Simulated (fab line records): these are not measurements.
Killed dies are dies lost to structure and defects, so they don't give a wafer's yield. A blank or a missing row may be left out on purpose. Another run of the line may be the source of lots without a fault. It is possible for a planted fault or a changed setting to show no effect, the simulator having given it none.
A struck lot beside a sound one	flow nand_harc	42 out of 1302 route steps
Sound: wafers L329.2, L329.4, L329.6. Struck: wafers L332.3, L332.5. (L332.2 of the same lot was not struck and is left out.) The cause comes at the end.
Order at every step that has rows: each side's tool, ch and its chambers, its first start. Under that, the readings that differ: sound wafers	struck wafers	difference of the means	sigmas: that difference in standard deviations of wafers without a fault.
alike: same words and numbers on both sides, and readings whose means sit less than 2 such deviations apart. not compared: any withheld reading, any reading some wafer has no value for, any bound like >300 that may hide the same value, and any number with overlapping values for which the record gives no deviation.
A row with sigmas, a row that says differs or no value, or rows on one side alone: a step with any of these is where the two part. Numbers that have no deviation but don't overlap get no sigmas and don't part them. A reading that every wafer of one side lacks parts them only if that side has two wafers or more.

first, 5 steps without rows for these wafers: NHARC_A_CONTACT_ETCH_125 (etches the open film in C4F8/O2/Ar, time 197 s, target depth 1918 nm); NHARC_A_CONTACT_ETCH_126 (etches the open film in C4F8/O2/Ar, time 197 s, target depth 1918 nm); NHARC_A_CONTACT_ETCH_127 (etches the open film in C4F8/O2/Ar, time 197 s, target depth 1918 nm); NHARC_A_CONTACT_ETCH_128 (etches the open film in C4F8/O2/Ar, time 197 s, target depth 1918 nm); NHARC_A_CONTACT_ETCH_129 (etches the open film in C4F8/O2/Ar, time 197 s, target depth 1918 nm).
NHARC_A_CONTACT_ETCH_130: etches the open film in C4F8/O2/Ar, time 197 s, target depth 1918 nm.
  sound on har_cap_etch-01 ch 0,1, day 25 11:00; struck on har_cap_etch-03 ch 0, day 28 00:14
  not compared: rf_hours_counter_h
NHARC_A_CONTACT_ETCH_131: etches the open film in C4F8/O2/Ar, time 197 s, target depth 1918 nm.
  sound on har_cap_etch-01 ch 0,1, day 25 11:10; struck on har_cap_etch-03 ch 0, day 28 00:25
  not compared: rf_hours_counter_h
then, 4 steps without rows for these wafers: NHARC_A_CONTACT_ETCH_132 (etches the open film in C4F8/O2/Ar, time 197 s, target depth 1924 nm); NHARC_A_CONTACT_ETCH_133 (etches the open film in C4F8/O2/Ar, time 374 s, target depth 1610 nm); NHARC_A_CONTACT_ETCH_91 (etches the open film in CH3F/O2, target depth 40 nm, time 85.7 s); NHARC_A_CONTACT_ETCH_97 (etches the open film in C4F6/O2, target depth 20 nm, time 10 s).
NHARC_A_CONTACT_CD_MEAS_80:
  sound on cd_sem-03, day 25 12:34; struck on cd_sem-03, day 28 01:47
  alike: cd_nm
NHARC_A_CONTACT_STRIP_103: strips in N2/H2.
  sound on rie_diel-04 ch 1,2, day 25 12:39; struck on rie_diel-04 ch 0,1, day 28 01:52
then, 17 steps without rows for these wafers: NHARC_A_CONTACT_STRIP_104 (strips in CF4/CHF3); NHARC_A_CONTACT_STRIP_105 (strips in O2/COS); NHARC_A_CONTACT_ETCH_106 (etches the open film in CF4/O2, target depth 90 nm, overetch 9 nm, time 49.5 s); NHARC_A_CONTACT_STRIP_82 (strips in O2); NHARC_A_CONTACT_STRIP_83 (strips in post etch residue remover, time 600 s); NHARC_A_CONTACT_DEP_84 (deposits aC, target thk 2800 nm); NHARC_A_CONTACT_DEP_85 (deposits SiON, target thk 60 nm); NHARC_A_CONTACT_DEHYDRATE_00 (time 120 s); NHARC_A_CONTACT_HMDS_01 (time 30 s); NHARC_A_CONTACT_COAT_86 (time 75 s); NHARC_A_CONTACT_COAT_87 (time 65 s); NHARC_A_CONTACT_COAT_02 (resist thk 90 nm); NHARC_A_CONTACT_SOFTBAKE_03 (time 55 s); NHARC_A_CONTACT_EBR_04; NHARC_A_CONTACT_EXPOSE_05 (exposes mask A CC); NHARC_A_CONTACT_PEB_06 (peb time 65 s); NHARC_A_CONTACT_DEVELOP_07 (develop time 35 s).
NHARC_A_CONTACT_CD_MEAS_08 targets a cd of 200 nm.
  sound on cd_sem-03 ch 0, day 25 15:59; struck on cd_sem-03 ch 0, day 28 05:14
  alike: cd_nm
NHARC_A_CONTACT_OVL_MEAS_09:
  sound on overlay-01, day 25 16:04; struck on overlay-01, day 28 05:19
  alike: overlay_x_nm, overlay_y_nm
then, 2 steps without rows for these wafers: NHARC_A_CONTACT_DESCUM_13 (chemistry O2, time 3 s); NHARC_A_CONTACT_ETCH_88 (etches the open film in CF4, target depth 39 nm, time 65 s).
NHARC_A_CONTACT_ETCH_89: etches the open film in N2/H2, target depth 260 nm, time 475.3 s.
  sound: rie_diel-04 ch 1,2,3; struck: rie_diel-01 ch 3
reading	sound	struck	difference	sigmas
showerhead_plenum_p_Torr (Torr)	2.14 2.15 2.05	1.94 1.94	-0.17	-2
  alike: drypump_motor_current_A, oes_product_au, rf_vpp_V, throttle_valve_pct
  not compared: rf_hours_counter_h
then, 4 steps without rows for these wafers: NHARC_A_CONTACT_ETCH_30 (etches the open film in CF4/CHF3, target depth 72.6 nm, time 36.3 s); NHARC_A_CONTACT_ETCH_31 (etches the open film in O2/COS, target depth 2800 nm, time 728 s); NHARC_A_CONTACT_ETCH_134 (etches the open film in C4F8/O2/Ar, time 140 s, target depth 700 nm); NHARC_A_CONTACT_ETCH_135 (etches the open film in C4F8/O2/Ar, time 311 s, target depth 1912 nm).
NHARC_A_CONTACT_ETCH_136: etches the open film in C4F8/O2/Ar, time 311 s, target depth 1912 nm.
  sound on har_cap_etch-03 ch 0,1, day 25 18:01; struck on har_cap_etch-02 ch 0,1, day 28 07:04
  not compared: rf_hours_counter_h
NHARC_A_CONTACT_ETCH_137: etches the open film in C4F8/O2/Ar, time 311 s, target depth 1912 nm.
  sound on har_cap_etch-03 ch 0,1, day 25 18:17; struck on har_cap_etch-02 ch 0,1, day 28 07:20
  not compared: rf_hours_counter_h
NHARC_END_SORT_01:
  at this point the record logs the struck wafers (prober-01 ch 0, day 30 06:06) and has no rows for the sound ones

WHERE THEY PART
First at NHARC_A_CONTACT_ETCH_89; last, within this record, at NHARC_END_SORT_01.

WHY: what had been put in by the simulator
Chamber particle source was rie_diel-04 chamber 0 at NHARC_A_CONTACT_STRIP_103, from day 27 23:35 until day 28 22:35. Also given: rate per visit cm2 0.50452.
